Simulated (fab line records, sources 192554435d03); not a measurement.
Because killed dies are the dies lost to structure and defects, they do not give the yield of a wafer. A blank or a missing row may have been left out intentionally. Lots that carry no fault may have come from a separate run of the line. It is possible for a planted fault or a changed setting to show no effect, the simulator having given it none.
8D (eight disciplines) problem report, filled in by code	flow n5 finfet	the parts of the form that need people (team, actions taken, sign-off) are left out

== 1. THE PROBLEM ==
plate temp C at N5_BEOL_M7_COAT_63 reads a mean of 241.35 C on 6 wafers of 2 lots; wafers without a fault read 249.96 C with a standard deviation of 0.15. That is -57 standard deviations from the usual mean.
The step: time 60 s, resist thk 60 nm.
First seen on wafer L233.2, day 12 03:26, on litho track-04. The record has a number at this step for 33 wafers belonging to 11 lots. Rule for "out" (also "out of limits"): further than 4 standard deviations from the usual mean. Any other wafer with a number is counted as sound.

== 2. WHAT THIS IS AND IS NOT ==
question	is	is not
which readings at this step	plate temp C, heater power total W	-
which lots	L233, L234	L222, L223, L224, L237, L238, L241, L242, L244, L245
which wafers of those lots	all that have a number	-
read on which tools	litho track-04	litho track-01, litho track-02
when	from day 12 03:26	up to then (9 sound wafers); but 18 sound wafers of L237, L238, L241, L242, L244, L245 came after

== 3. SUSPECTS, AND WHAT RULES EACH OUT ==
Counting: any tool at a process step up to the reading is kept as a suspect provided that every lot that is out went through it and no sound lot did after the first of them.
- pvd sputter-03 at N5_BEOL_M6_SPUTTER_48 (material Cu, target thk 10 nm, time 1.667 s): ruled out as a lasting fault. After its first lot that is out, L233 (day 11 20:47), sound lots L237, L241 ran on it.
- rie metal-02 at N5_BEOL_M7_HM_OPEN_17 (chemistry Cl2/BCl3, target TiN, target depth 20 nm, overetch 6 nm): ruled out as a lasting fault. After its first lot that is out, L233 (day 12 03:10), sound lots L242 ran on it.
- litho track-04 at N5_BEOL_M7_COAT_63 (time 60 s, resist thk 60 nm): ruled out as a lasting fault. After its first lot that is out, L233 (day 12 03:26), sound lots L244 ran on it.
Left after counting: nothing in the record.

== 4. THE CAUSE (what the simulator had put in) ==
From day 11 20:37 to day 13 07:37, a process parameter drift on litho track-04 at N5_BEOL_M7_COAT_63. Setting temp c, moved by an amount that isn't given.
Counting ruled it out, wrongly.

== 5. THE EFFECT CHAIN, in route order ==
Each row: a reading whose mean over the struck wafers that have a number lies more than 3 standard deviations from the usual. Scope: only readings with a usual standard deviation given in the record; hours: median across lots of the time from each lot's start at the first step in this table that gives one to its start at this step; sigmas: change in usual standard deviations.
hours	step	reading	usual	on struck wafers	change	sigmas
0	N5_BEOL_M7_COAT_63	heater power total W	500.7 W	479.8	-20.9	-12
0	N5_BEOL_M7_COAT_63	plate temp C	249.96 C	241.35	-8.61	-57
Process steps it contains:
- N5_BEOL_M7_COAT_63: time 60 s, resist thk 60 nm.

== 6. WHAT WOULD HAVE CAUGHT IT SOONER ==
In this record no reading fell out of limits until day 12 03:26, 7 hours after the fault had begun at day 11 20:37.
